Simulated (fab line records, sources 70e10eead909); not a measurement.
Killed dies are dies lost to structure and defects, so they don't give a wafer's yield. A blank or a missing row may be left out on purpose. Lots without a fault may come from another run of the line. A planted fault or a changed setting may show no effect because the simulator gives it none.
fab line records | flow nand_harc
record lots=23 wafers=69 last_day=24
route steps=1159 shown A_WL_FILL@810 A_CONTACT@903
lots that met no fault: from a run of the same line without faults
start_h: hours from the record's first day to the start of the lot's first wafer shown | wait_h: hours since the lot's step before | " the same as in the row above | L1.1+2: a row that stands for several wafers | - no value, or no start given | * or withheld: withheld | < > ~ a bound
route shown NAME@n: a module of which the file shows steps, and the number in the route of the first | usual: mean/standard deviation of fault-free wafers | same: alike in all rows | chamber/n: place in a boat | sites: the reading at each site | _std_site: their standard deviation | _edge_site: outer sites' mean less inner sites' | radius_mm: how far each site lies from the wafer's centre | mask NAME#n: copy n | behind: the tool/chamber that last shaped the wafer | hold: why the lot was held/for how many hours/how that ended | device: the transistor (n, p or np) that didn't switch | end of line: the same wafers' tests at the end of the route | a step without rows: its recipe alone | killed: dies lost to structure and defects at the first sort, not the wafer's yield | map: a wafer's dies, x killed, . not, _ none there
set.NAME: the setting as run; set.NAME@STEP: as run at that earlier step | model.NAME: the simulator's own value behind a step, which no gauge read
steps of the route over a sample of lots; a table a step, a row a wafer
services: from which hour (start_h, from the record's first day; less than 0 if before it) a tool's chamber was out of use, for how many hours, and why
## steps
# step NHARC_A_WL_FILL_RTA_01
# recipe temp_c=1000 time_s=5
# usual anneal_temp_c_max=1004.5/0.98 lamp_power_pct=28.3/2.8 lamp_zone_2_pct=28.3/2.8 lamp_zone_3_pct=28.3/2.8 wafer_temp_C_max=1005.0/0.99
# columns lot.wafer tool chamber start_h wait_h anneal_temp_c_max lamp_power_pct lamp_zone_2_pct lamp_zone_3_pct wafer_temp_C_max
L074.1 rtp_anneal-01 0 331.10 - 1003.4 30.9 30.8 30.9 1005.7
L074.3 " 0 " " 1004.8 30.8 30.9 30.9 1004.5
L074.5 " 0 " " 1003.7 30.9 30.9 30.9 1004.9
L076.2 rtp_anneal-01 0 339.78 0.2 1004.2 30.9 30.9 30.9 1005.1
L076.5 " 0 " " 1004.8 30.9 30.9 30.8 1005.3
L076.6 " 0 " " 1003.8 30.9 30.9 30.9 1005.6
L079.2 rtp_anneal-02 0 348.01 - 1006.6 25.3 25.3 25.3 1005.7
L079.3 " 0 " " 1004.3 25.3 25.3 25.3 1005.0
L079.6 " 0 " " 1005.6 25.3 25.3 25.3 1005.8
L075.1 rtp_anneal-01 0 348.11 - 1003.8 30.9 30.9 30.9 1004.9
L075.4 " 0 " " 1005.1 30.8 30.9 30.8 1006.2
L075.6 " 0 " " 1005.1 30.8 30.8 30.9 1005.7
L077.3 rtp_anneal-02 0 348.21 - 1003.6 25.3 25.3 25.3 1003.4
L077.4 " 0 " " 1005.2 25.3 25.3 25.4 1005.0
L077.6 " 0 " " 1005.0 25.3 25.3 25.3 1005.2
L078.2 rtp_anneal-01 0 348.31 - 1005.7 30.9 30.8 30.9 1007.0
L078.3 " 0 " " 1004.8 30.9 30.8 30.8 1007.0
L078.6 " 0 " " 1004.0 30.9 30.9 30.9 1005.3
L080.1 rtp_anneal-02 0 356.27 - 1006.0 25.3 25.3 25.3 1003.4
L080.3 " 0 " " 1005.5 25.2 25.3 25.3 1004.4
L080.5 " 0 " " 1005.4 25.3 25.3 25.3 1004.6
L081.2 rtp_anneal-01 0 356.46 - 1003.9 30.9 30.9 30.9 1003.9
L081.3 " 0 " " 1003.0 30.9 30.9 30.9 1003.9
L081.4 " 0 " " 1003.4 30.9 30.9 30.9 1007.4
L082.2 rtp_anneal-01 0 374.18 - 1004.0 30.9 30.9 30.8 1007.7
L082.3 " 0 " " 1003.8 30.9 30.9 30.8 1005.3
L082.5 " 0 " " 1005.4 30.9 30.9 30.9 1005.8
L083.1 rtp_anneal-01 0 388.29 - 1004.9 30.9 30.9 30.9 1005.1
L083.5 " 0 " " 1005.5 30.9 30.9 30.9 1003.9
L083.6 " 0 " " 1005.1 30.9 30.9 30.9 1004.8
L084.2 rtp_anneal-02 0 408.88 - 1005.1 25.3 25.2 25.2 1004.9
L084.3 " 0 " " 1006.3 25.2 25.3 25.3 1003.7
L084.5 " 0 " " 1004.4 25.3 25.3 25.3 1006.2
L085.1 rtp_anneal-01 0 412.20 0.3 1003.1 30.9 30.9 30.9 1005.0
L085.3 " 0 " " 1005.1 30.9 30.9 30.9 1005.1
L085.4 " 0 " " 1004.6 30.9 30.9 30.9 1005.5
L088.1 rtp_anneal-01 0 412.54 0.3 1003.6 30.9 30.8 30.8 1004.6
L088.5 " 0 " " 1005.6 30.9 30.9 30.8 1005.7
L088.6 " 0 " " 1004.4 30.9 30.9 30.9 1004.1
L090.1 rtp_anneal-02 0 421.84 - 1004.1 25.3 25.3 25.3 1004.8
L090.2 " 0 " " 1005.2 25.3 25.3 25.3 1005.0
L090.6 " 0 " " 1004.9 25.3 25.3 25.3 1003.6
L087.1 rtp_anneal-01 0 421.85 - 1004.2 30.9 30.9 30.9 1004.8
L087.2 " 0 " " 1003.1 30.9 30.9 30.9 1005.4
L087.6 " 0 " " 1003.0 30.9 30.9 30.9 1005.1
L089.2 rtp_anneal-02 0 423.45 - 1003.4 25.3 25.3 25.3 1005.3
L089.5 " 0 " " 1005.4 25.2 25.3 25.3 1006.5
L089.6 " 0 " " 1004.0 25.3 25.3 25.3 1004.7
L091.1 rtp_anneal-02 0 427.19 - 1004.2 25.4 25.3 25.2 1004.2
L091.3 " 0 " " 1004.1 25.3 25.3 25.3 1005.3
L091.4 " 0 " " 1003.5 25.3 25.3 25.3 1003.9
L092.2 rtp_anneal-02 0 427.39 - 1003.3 25.3 25.4 25.3 1002.9
L092.4 " 0 " " 1004.6 25.3 25.3 25.3 1004.3
L092.5 " 0 " " 1004.2 25.3 25.3 25.3 1004.5
L093.3 rtp_anneal-02 0 427.59 - 1004.4 25.3 25.3 25.3 1005.0
L093.4 " 0 " " 1004.1 25.3 25.3 25.3 1007.1
L093.5 " 0 " " 1005.8 25.3 25.3 25.3 1003.6
L096.1 rtp_anneal-01 0 450.62 - 1003.6 30.9 30.9 30.8 1005.2
L096.3 " 0 " " 1003.9 30.9 30.8 30.9 1006.2
L096.4 " 0 " " 1003.7 30.9 30.9 30.9 1005.0
L095.2 rtp_anneal-02 0 450.65 - 1005.7 25.3 25.3 25.3 1004.6
L095.3 " 0 " " 1003.7 25.3 25.3 25.3 1003.6
L095.5 " 0 " " 1003.7 25.3 25.3 25.3 1003.1
L094.1 rtp_anneal-02 0 462.76 - 1007.3 25.2 25.3 25.3 1005.9
L094.4 " 0 " " 1004.6 25.2 25.3 25.3 1005.1
L094.5 " 0 " " 1006.6 25.3 25.3 25.3 1005.9
L097.2 rtp_anneal-01 0 462.78 - 1003.8 30.9 30.9 30.8 1005.4
L097.3 " 0 " " 1002.9 30.8 30.9 30.9 1004.7
L097.6 " 0 " " 1002.9 30.9 30.8 30.8 1005.1
# step NHARC_A_WL_FILL_ALD_02
# recipe target_thk_a=20 pulse_time_s=3 ald_cycles=100 temp_c=450 material=TiN
# usual heater_power_w=1026/92 precursor_pulse_height_rel=1.000/0.019
# columns lot.wafer tool chamber start_h wait_h heater_power_w precursor_pulse_height_rel
L074.3 ald_metal-04 2 331.37 0.2 1210 1.021
L074.1 " 3 " " 935 0.978
L074.5 " 0 " " 1075 1.009
L076.2 ald_metal-02 0 340.01 0.2 1088 0.996
L076.5 " 3 " " 859 1.020
L076.6 " 0 " " 1058 0.983
L079.2 ald_metal-04 3 348.19 0.2 950 0.993
L079.3 " 0 " " 1107 1.027
L079.6 " 0 " " 1081 0.957
L077.3 ald_metal-03 2 348.37 0.1 991 0.997
L077.4 " 1 " " 1106 1.023
L077.6 " 3 " " 987 0.985
L075.1 ald_metal-02 1 348.40 0.3 1038 1.005
L075.4 " 2 " " 1104 1.006
L075.6 " 3 " " 850 0.997
L078.3 ald_metal-04 3 348.50 0.1 931 1.010
L078.2 " 2 " " 1180 0.994
L078.6 " 3 " " 932 1.006
L080.3 ald_metal-02 3 356.48 0.1 861 1.016
L080.1 " 1 " " 1025 0.999
L080.5 " 0 " " 1049 1.016
L081.3 ald_metal-03 1 356.64 0.1 1101 1.007
L081.4 " 2 " " 1005 0.996
L081.2 " 3 " " 972 1.024
L082.3 ald_metal-02 3 374.41 0.2 884 0.994
L082.2 " 0 " " 1080 0.984
L082.5 " 2 " " 1095 0.975
L083.1 ald_metal-02 0 388.54 0.2 1087 0.979
L083.6 " 3 " " 857 1.016
L083.5 " 0 " " 1078 1.030
L084.3 ald_metal-03 1 409.06 0.1 1097 1.035
L084.2 " 0 " " 991 0.987
L084.5 " 2 " " 976 0.991
L085.1 ald_metal-03 3 412.42 0.2 974 1.008
L085.4 " 0 " " 1041 0.977
L085.3 " 1 " " 1106 1.001
L088.1 ald_metal-02 1 412.75 0.2 1033 1.022
L088.5 " 1 " " 1044 1.021
L088.6 " 2 " " 1132 1.005
L090.2 ald_metal-04 1 422.09 0.2 955 0.998
L090.1 " 2 " " 1247 1.027
L090.6 " 1 " " 958 1.022
L087.1 ald_metal-02 2 422.09 0.2 1092 1.011
L087.2 " 0 " " 1066 0.970
L087.6 " 2 " " 1122 1.009
L089.2 ald_metal-03 1 423.75 0.3 1086 0.997
L089.6 " 2 " " 999 0.999
L089.5 " 3 " " 981 0.950
L091.3 ald_metal-02 1 427.40 0.1 1055 1.010
L091.1 " 3 " " 866 1.000
L091.4 " 0 " " 1092 1.030
L092.4 ald_metal-03 3 427.61 0.1 991 1.002
L092.2 " 0 " " 1004 0.998
L092.5 " 3 " " 980 1.015
L093.4 ald_metal-04 0 427.74 0.1 1009 0.973
L093.3 " 3 " " 952 0.969
L093.5 " 1 " " 936 0.984
L095.2 ald_metal-02 3 450.84 0.2 880 1.020
L095.3 " 2 " " 1096 0.972
L095.5 " 3 " " 874 0.968
L096.1 ald_metal-04 1 450.84 0.2 961 1.031
L096.4 " 3 " " 936 1.024
L096.3 " 0 " " 994 1.022
L094.1 ald_metal-03 3 462.97 0.2 981 0.980
L094.4 " 0 " " 1004 0.993
L094.5 " 3 " " 996 0.997
L097.2 ald_metal-02 1 462.97 0.2 1024 0.995
L097.3 " 2 " " 1135 0.997
L097.6 " 1 " " 1061 0.971
# step NHARC_A_CONTACT_ETCH_78
# recipe target_depth_a=28000 over_etch_frac=0.3 time_s=728 ion_energy_ev=150 o2_flow_sccm=400 cos_flow_sccm=20 ar_flow_sccm=0 rf_w=500 bias_w=300 chemistry=O2/COS
# usual chamber_pressure_mTorr=20.002/0.019 drypump_motor_current_A=5.7/0.41 oes_product_au=1.003/0.013 rf_fwd_power_W=499.5/1.7 rf_vpp_V=314.3/1.5 showerhead_plenum_p_Torr=3.14/0.092 throttle_valve_pct=28.330/0.0092
# columns lot.wafer tool chamber start_h wait_h chamber_pressure_mTorr drypump_motor_current_A oes_product_au rf_fwd_power_W rf_hours_counter_h rf_vpp_V showerhead_plenum_p_Torr throttle_valve_pct
L076.2 rie_diel-07 1 - - 19.998 6.0 1.005 498.6 50 313.1 3.12 28.319
L076.5 " 0 " " 19.983 6.3 0.997 500.0 - 313.2 3.07 28.337
L076.6 " 1 " " 19.994 6.1 0.992 498.2 - 313.5 3.12 28.328
L074.3 rie_diel-13 3 - - 19.981 5.6 0.999 498.9 35 317.0 3.27 28.326
L074.1 " 1 " " 19.990 5.6 1.001 497.5 38 317.0 3.25 28.329
L074.5 " 3 " " 20.013 5.6 1.010 497.5 - 315.0 3.26 28.332
L075.4 rie_diel-05 3 - - 20.052 5.4 0.993 499.7 8 313.0 3.09 28.313
L075.1 " 0 " " 20.031 5.4 1.012 501.9 8 314.7 3.18 28.343
L075.6 " 3 " " 20.005 5.4 1.004 499.0 - 313.1 3.09 28.324
L079.3 rie_diel-07 2 - - 19.997 5.9 1.019 498.4 49 313.5 3.11 28.329
L079.2 " 0 " " 20.010 6.3 1.000 500.2 54 312.4 3.06 28.332
L079.6 " 2 " " 20.009 5.9 1.022 500.2 - 314.6 3.11 28.318
L080.1 rie_diel-07 3 - - 20.007 5.9 0.997 500.4 56 315.1 3.16 28.332
L080.3 " 1 " " 20.008 6.1 0.995 501.3 58 314.6 3.11 28.336
L080.5 " 3 " " 19.992 5.8 1.001 501.5 - 314.5 3.16 28.339
L077.3 rie_diel-05 3 - - 19.981 5.4 0.997 500.3 11 312.7 3.09 28.316
L077.4 " 1 " " 20.040 5.2 0.993 499.6 12 314.3 3.19 28.334
L077.6 " 0 " " 19.990 5.4 1.012 502.2 - 314.8 3.18 28.331
L081.2 rie_diel-05 3 - - 19.973 5.4 0.996 499.0 14 314.4 3.09 28.324
L081.4 " 0 " " 20.047 5.4 1.012 501.3 14 315.5 3.18 28.337
L081.3 " 1 " " 20.012 5.2 0.989 502.3 14 315.4 3.19 28.341
L078.3 rie_diel-05 1 - - 19.967 5.2 0.992 499.5 15 312.5 3.19 28.334
L078.2 " 0 " " 20.002 5.4 1.010 501.5 14 315.0 3.17 28.337
L078.6 " 2 " " 20.011 6.4 1.021 500.6 - 311.6 2.97 28.329
L082.2 rie_diel-07 1 - - 19.975 6.1 0.988 502.3 2 313.0 3.11 28.333
L082.3 " 2 " " 19.974 5.9 1.022 499.9 2 314.6 3.11 28.308
L082.5 " 1 " " 19.995 6.1 0.988 501.6 - 312.6 3.11 28.323
L083.1 rie_diel-07 0 - - 20.024 6.3 0.996 499.9 9 313.4 3.06 28.335
L083.5 " 0 " " 19.987 6.3 0.990 502.3 - 313.0 3.06 28.341
L083.6 " 1 " " 19.994 6.1 0.990 499.5 - 314.4 3.11 28.327
L084.2 rie_diel-05 3 - - 19.997 5.4 0.993 498.3 18 313.7 3.09 28.321
L084.3 " 1 " " 20.020 5.2 0.971 498.7 18 315.3 3.18 28.327
L084.5 " 0 " " 19.996 5.4 1.002 497.3 - 315.6 3.17 28.330
L085.3 rie_diel-05 1 - - 20.004 5.2 0.996 502.2 20 315.3 3.18 28.315
L085.4 " 3 " " 20.006 5.4 0.985 497.7 20 314.5 3.09 28.332
L085.1 " 0 " " 20.012 5.4 1.007 498.8 20 314.9 3.17 28.329
L088.1 rie_diel-05 2 - - 19.998 6.4 1.015 500.9 21 310.3 2.96 28.340
L088.6 " 3 " " 19.999 5.4 0.997 496.6 - 314.8 3.09 28.347
L088.5 " 0 " " 19.997 5.4 1.019 501.3 - 315.5 3.17 28.338
L089.2 rie_diel-05 0 - - 20.028 5.4 1.003 497.1 23 315.5 3.17 28.346
L089.6 " 1 " " 19.989 5.1 0.991 500.1 - 316.1 3.18 28.329
L089.5 " 2 " " 19.986 6.4 1.021 502.4 - 313.1 2.96 28.316
L087.2 rie_diel-13 2 - - 20.014 6.0 1.016 498.1 2 316.7 3.25 28.341
L087.1 " 3 " " 20.008 5.6 1.021 495.8 2 316.6 3.25 28.326
L087.6 " 2 " " 20.037 6.0 1.027 498.4 - 316.0 3.25 28.334
L090.1 rie_diel-05 1 - - 20.015 5.2 0.994 499.7 26 314.8 3.18 28.319
L090.2 " 3 " " 20.010 5.4 0.990 497.9 25 314.8 3.08 28.340
L090.6 " 0 " " 20.016 5.4 1.009 499.8 - 314.8 3.17 28.338
L092.4 rie_diel-05 2 - - 19.992 6.4 1.011 502.1 27 311.4 2.96 28.341
L092.2 " 0 " " 20.028 5.4 1.006 499.8 26 314.1 3.17 28.323
L092.5 " 1 " " 20.015 5.2 0.998 497.5 - 315.4 3.18 28.334
L093.3 rie_diel-13 0 - - 20.000 5.6 0.996 500.4 6 318.2 3.30 28.334
L093.4 " 1 " " 19.992 5.7 0.998 498.6 6 315.6 3.24 28.326
L093.5 " 1 " " 20.009 5.6 0.990 499.7 - 316.1 3.24 28.328
L091.3 rie_diel-07 3 - - 19.968 5.8 1.011 500.0 24 314.1 3.15 28.328
L091.1 " 0 " " 19.986 6.3 0.990 498.9 24 313.0 3.05 28.326
L091.4 " 1 " " 20.004 6.0 0.984 500.3 23 312.8 3.10 28.316
L095.2 rie_diel-05 1 - - 19.999 5.2 0.998 499.5 31 314.5 3.18 28.322
L095.3 " 3 " " 19.999 5.4 0.973 496.6 31 314.4 3.08 28.338
L095.5 " 1 " " 19.954 5.2 0.993 497.6 - 314.2 3.18 28.327
L096.4 rie_diel-13 0 - - 20.001 5.6 0.996 500.7 13 315.7 3.30 28.334
L096.1 " 1 " " 19.973 5.6 0.986 495.9 14 315.5 3.24 28.331
L096.3 " 2 " " 19.985 6.0 1.026 499.7 13 315.3 3.25 28.330
L094.1 rie_diel-05 2 - - 20.006 6.4 1.021 499.3 33 313.1 2.96 28.335
L094.4 " 3 " " 19.974 5.4 0.993 497.9 33 313.0 3.08 28.326
L094.5 " 0 " " 19.984 5.4 1.015 497.6 - 314.5 3.17 28.323
L097.3 rie_diel-13 2 - - 19.995 6.0 1.020 497.4 17 315.4 3.24 28.336
L097.2 " 3 " " 19.970 5.6 1.013 498.2 17 315.2 3.24 28.338
L097.6 " 3 " " 20.013 5.6 1.014 498.7 - 315.5 3.24 28.307
# step NHARC_A_CONTACT_STRIP_82
# recipe o2_flow_sccm=500 ar_flow_sccm=0 bias_w=0 chemistry=O2
# usual chamber_pressure_mTorr=60.00/0.056 drypump_motor_current_A=5.8/0.38 oes_product_au=1.004/0.015 rf_vpp_V=57.8/0.81 showerhead_plenum_p_Torr=3.53/0.09 throttle_valve_pct=17.036/0.009
# columns lot.wafer tool chamber start_h wait_h chamber_pressure_mTorr drypump_motor_current_A oes_product_au rf_hours_counter_h rf_vpp_V showerhead_plenum_p_Torr throttle_valve_pct
L076.2 rie_diel-07 3 - - 59.96 5.8 0.990 47 56.6 3.58 17.034
L076.5 " 3 " " 60.04 5.8 0.995 - 57.4 3.58 17.042
L076.6 " 0 " " 60.02 6.4 1.006 - 56.9 3.47 17.034
L074.3 rie_diel-05 0 - - 59.98 5.4 1.005 7 58.5 3.59 17.045
L074.1 " 2 " " 59.98 6.4 1.018 8 57.1 3.36 17.039
L074.5 " 1 " " 59.98 5.2 0.991 - 58.4 3.60 17.037
L075.4 rie_diel-07 0 - - 59.99 6.3 0.990 56 57.4 3.46 17.031
L075.1 " 1 " " 60.04 6.1 1.005 56 57.4 3.52 17.033
L075.6 " 3 " " 59.97 5.8 0.990 - 57.6 3.57 17.029
L079.3 rie_diel-05 1 - - 60.11 5.2 0.987 10 56.9 3.60 17.046
L079.2 " 2 " " 59.97 6.4 1.017 10 57.3 3.36 17.037
L079.6 " 2 " " 60.00 6.4 1.021 - 57.6 3.36 17.059
L080.1 rie_diel-07 2 - - 60.01 5.9 1.034 54 58.4 3.52 17.030
L080.3 " 0 " " 59.97 6.4 0.990 59 56.9 3.46 17.039
L080.5 " 2 " " 59.93 5.9 1.027 - 58.0 3.52 17.037
L077.3 rie_diel-05 3 - - 60.02 5.4 0.992 12 59.0 3.49 17.046
L077.4 " 0 " " 60.04 5.4 1.007 12 58.6 3.59 17.041
L077.6 " 3 " " 59.97 5.4 1.002 - 58.3 3.49 17.024
L081.2 rie_diel-07 2 - - 59.97 5.9 1.030 1 57.4 3.52 17.020
L081.3 " 3 " " 59.92 5.8 1.011 1 59.1 3.57 17.034
L081.4 " 1 " " 60.00 6.1 0.986 1 58.2 3.52 17.034
L078.3 rie_diel-05 3 - - 59.99 5.4 0.987 15 56.8 3.49 17.030
L078.2 " 1 " " 59.91 5.2 0.987 15 59.9 3.60 17.026
L078.6 " 2 " " 60.10 6.4 1.015 - 57.2 3.35 17.027
L082.3 rie_diel-05 0 - - 59.94 5.4 1.014 16 58.2 3.59 17.038
L082.2 " 1 " " 60.03 5.2 0.999 16 58.3 3.60 17.035
L082.5 " 0 " " 59.96 5.4 1.018 - 56.8 3.59 17.030
L083.1 rie_diel-13 3 - - 59.93 5.6 0.976 55 56.6 3.68 17.044
L083.6 " 0 " " 59.99 5.6 0.982 - 59.0 3.74 17.025
L083.5 " 1 " " 60.04 5.6 0.978 - 58.6 3.67 17.033
L084.2 rie_diel-07 2 - - 60.00 5.9 1.027 13 58.0 3.51 17.048
L084.3 " 3 " " 59.91 5.8 1.013 13 58.6 3.56 17.040
L084.5 " 2 " " 59.95 5.9 1.022 - 58.1 3.51 17.034
L085.3 rie_diel-07 3 - - 60.02 5.8 1.024 17 58.2 3.56 17.056
L085.4 " 0 " " 60.00 6.3 0.998 18 57.7 3.45 17.047
L085.1 " 1 " " 59.99 6.0 0.992 17 56.1 3.51 17.039
L088.1 rie_diel-07 2 - - 60.05 5.9 1.030 20 58.2 3.51 17.036
L088.6 " 3 " " 60.01 5.8 1.012 - 58.7 3.56 17.047
L088.5 " 0 " " 60.06 6.3 1.000 - 57.4 3.45 17.045
L089.2 rie_diel-13 3 - - 60.00 5.6 1.014 3 57.9 3.67 17.056
L089.6 " 2 " " 59.94 6.0 1.023 - 57.7 3.67 17.056
L089.5 " 3 " " 60.00 5.6 1.016 - 56.9 3.67 17.029
L087.1 rie_diel-05 0 - - 59.92 5.4 1.015 26 58.4 3.58 17.031
L087.2 " 1 " " 59.98 5.2 0.988 27 59.2 3.59 17.024
L087.6 " 3 " " 60.01 5.4 0.997 - 57.3 3.49 17.039
L090.1 rie_diel-07 1 - - 59.99 6.0 0.993 22 57.1 3.51 17.032
L090.2 " 2 " " 59.99 5.9 1.010 22 57.3 3.50 17.023
L090.6 " 2 " " 60.12 5.9 1.025 - 58.2 3.50 17.034
L092.2 rie_diel-07 2 - - 59.91 5.9 1.016 22 59.0 3.50 17.031
L092.4 " 3 " " 59.93 5.8 1.018 23 57.8 3.56 17.040
L092.5 " 2 " " 59.95 5.9 1.020 - 57.9 3.50 17.026
L093.3 rie_diel-07 0 - - 59.98 6.4 1.005 25 57.9 3.45 17.021
L093.4 " 1 " " 59.97 6.0 0.978 24 57.7 3.51 17.025
L093.5 " 2 " " 60.01 5.9 1.028 - 56.8 3.50 17.028
L091.3 rie_diel-07 1 - - 60.03 6.1 0.982 24 58.1 3.51 17.020
L091.1 " 2 " " 59.92 5.9 1.021 24 58.8 3.50 17.048
L091.4 " 3 " " 59.96 5.8 1.015 25 58.4 3.56 17.048
L095.3 rie_diel-07 0 - - 59.95 6.3 0.975 32 56.3 3.44 17.033
L095.2 " 1 " " 60.06 6.0 0.983 30 56.6 3.50 17.039
L095.5 " 2 " " 59.93 5.9 1.011 - 57.7 3.50 17.046
L096.1 rie_diel-05 1 - - 59.91 5.2 0.990 33 56.9 3.59 17.037
L096.4 " 2 " " 59.99 6.4 1.021 32 59.6 3.34 17.030
L096.3 " 0 " " 59.88 5.4 1.023 32 57.5 3.58 17.026
L094.4 rie_diel-05 3 - - 59.98 5.4 0.999 34 59.2 3.48 17.034
L094.1 " 1 " " 59.95 5.2 0.998 34 58.1 3.59 17.018
L094.5 " 2 " " 60.11 6.4 1.016 - 58.1 3.34 17.038
L097.2 rie_diel-13 3 - - 59.99 5.6 1.006 18 57.4 3.66 17.045
L097.3 " 0 " " 60.00 5.6 1.001 18 57.9 3.72 17.033
L097.6 " 2 " " 60.02 6.0 1.018 - 58.4 3.66 17.043
# step NHARC_A_CONTACT_DEP_84
# recipe target_thk_a=20000 temp_c=400 material=aC
# usual throttle_valve_pct=34.998/0.0088
# columns lot.wafer tool chamber start_h wait_h throttle_valve_pct
L076.2 acl_dep-03 0 385.41 - 35.010
L076.5 " 0 " " 35.004
L076.6 " 0 " " 34.984
L074.1 acl_dep-02 0 386.09 - 34.993
L074.3 " 0 " " 35.006
L074.5 " 0 " " 35.003
L075.1 acl_dep-03 0 395.87 - 35.000
L075.4 " 0 " " 34.994
L075.6 " 0 " " 35.003
L079.2 acl_dep-03 0 397.33 - 34.991
L079.3 " 0 " " 34.999
L079.6 " 0 " " 35.023
L080.1 acl_dep-01 0 405.59 - 34.993
L080.3 " 0 " " 34.992
L080.5 " 0 " " 35.006
L077.3 acl_dep-02 0 413.17 - 34.998
L077.4 " 0 " " 35.007
L077.6 " 0 " " 35.004
L081.2 acl_dep-01 0 418.80 - 34.991
L081.3 " 0 " " 34.989
L081.4 " 0 " " 35.010
L078.2 acl_dep-02 0 419.82 - 34.992
L078.3 " 0 " " 34.993
L078.6 " 0 " " 34.973
L082.2 acl_dep-02 0 425.46 - 34.993
L082.3 " 0 " " 35.001
L082.5 " 0 " " 35.000
L083.1 acl_dep-01 0 440.22 - 34.990
L083.5 " 0 " " 34.999
L083.6 " 0 " " 34.986
L084.2 acl_dep-02 0 456.97 - 35.009
L084.3 " 0 " " 34.995
L084.5 " 0 " " 34.986
L085.1 acl_dep-03 0 462.51 - 34.980
L085.3 " 0 " " 34.997
L085.4 " 0 " " 34.984
L088.1 acl_dep-01 0 464.79 - 34.990
L088.5 " 0 " " 35.006
L088.6 " 0 " " 35.015
L089.2 acl_dep-02 0 468.23 - 34.987
L089.5 " 0 " " 35.011
L089.6 " 0 " " 34.985
L087.1 acl_dep-01 0 469.57 - 35.002
L087.2 " 0 " " 34.987
L087.6 " 0 " " 35.002
L090.1 acl_dep-01 0 470.81 - 34.979
L090.2 " 0 " " 34.994
L090.6 " 0 " " 35.000
L092.2 acl_dep-01 0 473.05 - 34.996
L092.4 " 0 " " 34.980
L092.5 " 0 " " 35.010
L093.3 acl_dep-01 0 476.03 - 34.991
L093.4 " 0 " " 34.990
L093.5 " 0 " " 34.990
L091.1 acl_dep-02 0 477.72 - 34.998
L091.3 " 0 " " 35.000
L091.4 " 0 " " 34.997
L095.2 acl_dep-02 0 500.01 - 35.006
L095.3 " 0 " " 35.006
L095.5 " 0 " " 35.007
L096.1 acl_dep-02 0 505.39 - 34.995
L096.3 " 0 " " 35.008
L096.4 " 0 " " 35.001
L094.1 acl_dep-03 0 510.10 - 34.993
L094.4 " 0 " " 34.997
L094.5 " 0 " " 34.992
L097.2 acl_dep-01 0 514.03 - 35.012
L097.3 " 0 " " 35.014
L097.6 " 0 " " 34.993
# step NHARC_A_CONTACT_ETCH_139
# recipe source_w=withheld pressure_mtorr=20 bias_v=400 time_s=137 target_depth_a=5900 ar_flow_sccm=withheld c4f8_flow_sccm=11.5 o2_flow_sccm=7.2 chemistry=C4F8/O2/Ar
# usual chamber_pressure_mTorr=20.000/0.018
# columns lot.wafer tool chamber start_h wait_h chamber_pressure_mTorr rf_hours_counter_h
L076.2 har_cap_etch-02 0 389.73 0.2 19.979 12
L076.5 " 1 " " 20.003 -
L076.6 " 0 " " 20.001 -
L074.1 har_cap_etch-01 1 390.21 0.2 19.982 57
L074.3 " 1 " " 19.999 -
L074.5 " 0 " " 20.025 -
L075.1 har_cap_etch-02 1 400.32 0.1 19.984 14
L075.4 " 1 " " 20.016 -
L075.6 " 1 " " 19.974 -
L079.2 har_cap_etch-03 1 400.96 0.1 19.990 87
L079.3 " 0 " " 20.042 -
L079.6 " 0 " " 20.012 -
L080.1 har_cap_etch-02 0 409.52 0.1 20.020 16
L080.3 " 1 " " 20.021 -
L080.5 " 0 " " 19.993 -
L077.3 har_cap_etch-03 0 416.57 0.1 19.998 -
L077.4 " 1 " " 19.998 -
L077.6 " 1 " " 20.004 -
L081.2 har_cap_etch-01 1 422.45 0.1 20.018 63
L081.4 " 0 " " 20.027 -
L081.3 " 1 " " 20.016 -
L078.2 har_cap_etch-02 0 423.61 0.1 19.997 18
L078.3 " 0 " " 19.980 -
L078.6 " 1 " " 19.997 -
L082.2 har_cap_etch-02 1 429.15 0.1 19.965 19
L082.3 " 0 " " 19.999 -
L082.5 " 1 " " 20.019 -
L083.1 har_cap_etch-01 1 444.10 0.1 20.000 65
L083.5 " 1 " " 20.001 -
L083.6 " 0 " " 19.982 -
L084.2 har_cap_etch-02 0 460.75 0.1 19.979 25
L084.3 " 0 " " 20.023 -
L084.5 " 0 " " 20.003 -
L085.1 har_cap_etch-03 0 467.33 0.1 19.993 100
L085.4 " 0 " " 19.998 -
L085.3 " 1 " " 19.992 -
L088.1 har_cap_etch-01 0 468.99 0.1 19.982 72
L088.6 " 0 " " 19.992 -
L088.5 " 1 " " 20.007 -
L089.2 har_cap_etch-01 0 471.97 0.1 20.013 72
L089.5 " 1 " " 20.018 -
L089.6 " 0 " " 19.981 -
L087.2 har_cap_etch-02 0 473.81 0.1 19.997 30
L087.1 " 1 " " 19.992 30
L087.6 " 0 " " 20.005 -
L090.2 har_cap_etch-01 0 474.76 0.1 20.000 73
L090.1 " 1 " " 19.978 73
L090.6 " 1 " " 19.991 -
L092.2 har_cap_etch-03 1 476.92 0.1 19.982 104
L092.4 " 0 " " 20.012 -
L092.5 " 1 " " 20.001 -
L093.4 har_cap_etch-01 0 479.88 0.2 20.031 -
L093.3 " 1 " " 20.015 -
L093.5 " 1 " " 19.998 -
L091.1 har_cap_etch-02 0 481.51 0.1 20.019 32
L091.4 " 1 " " 19.998 -
L091.3 " 0 " " 20.005 -
L095.2 har_cap_etch-03 0 503.74 0.1 19.986 107
L095.3 " 0 " " 20.033 -
L095.5 " 0 " " 20.004 -
L096.1 har_cap_etch-02 0 509.25 0.1 19.995 35
L096.3 " 0 " " 19.988 -
L096.4 " 1 " " 19.993 -
L094.1 har_cap_etch-01 1 513.89 0.1 19.961 78
L094.4 " 0 " " 20.002 -
L094.5 " 1 " " 19.997 -
L097.2 har_cap_etch-02 1 518.00 0.2 19.976 36
L097.3 " 0 " " 19.951 -
L097.6 " 0 " " 20.025 -
## services
# columns tool chamber start_h hours kind
rie_diel-13 - 315.34 0.5 repair
ald_metal-04 - 317.13 1.7 repair
rie_diel-05 1 319.32 10.8 repair
ald_metal-03 - 322.00 10.0 pm
ald_metal-04 - 325.43 0.6 repair
rie_diel-05 - 340.79 9.0 pm
acl_dep-02 - 352.91 13.0 pm
ald_metal-02 - 364.00 10.0 pm
rie_diel-13 - 377.73 0.4 repair
ald_metal-04 - 378.15 0.4 repair
rie_diel-05 1 392.31 2.7 repair
rie_diel-07 - 405.27 9.0 pm
ald_metal-04 - 406.00 10.0 pm
rie_diel-05 3 429.14 11.9 repair
ald_metal-02 3 430.15 3.2 repair
ald_metal-04 - 435.60 0.7 repair
ald_metal-03 0 453.21 8.1 repair
rie_diel-13 - 453.44 9.0 pm
ald_metal-04 3 456.37 3.1 repair
acl_dep-01 - 478.87 13.0 pm
rie_diel-07 - 489.58 0.3 repair
ald_metal-03 - 500.00 10.0 pm
rie_diel-07 1 512.87 5.5 repair
rie_diel-05 - 517.79 9.0 pm
## key
fault none
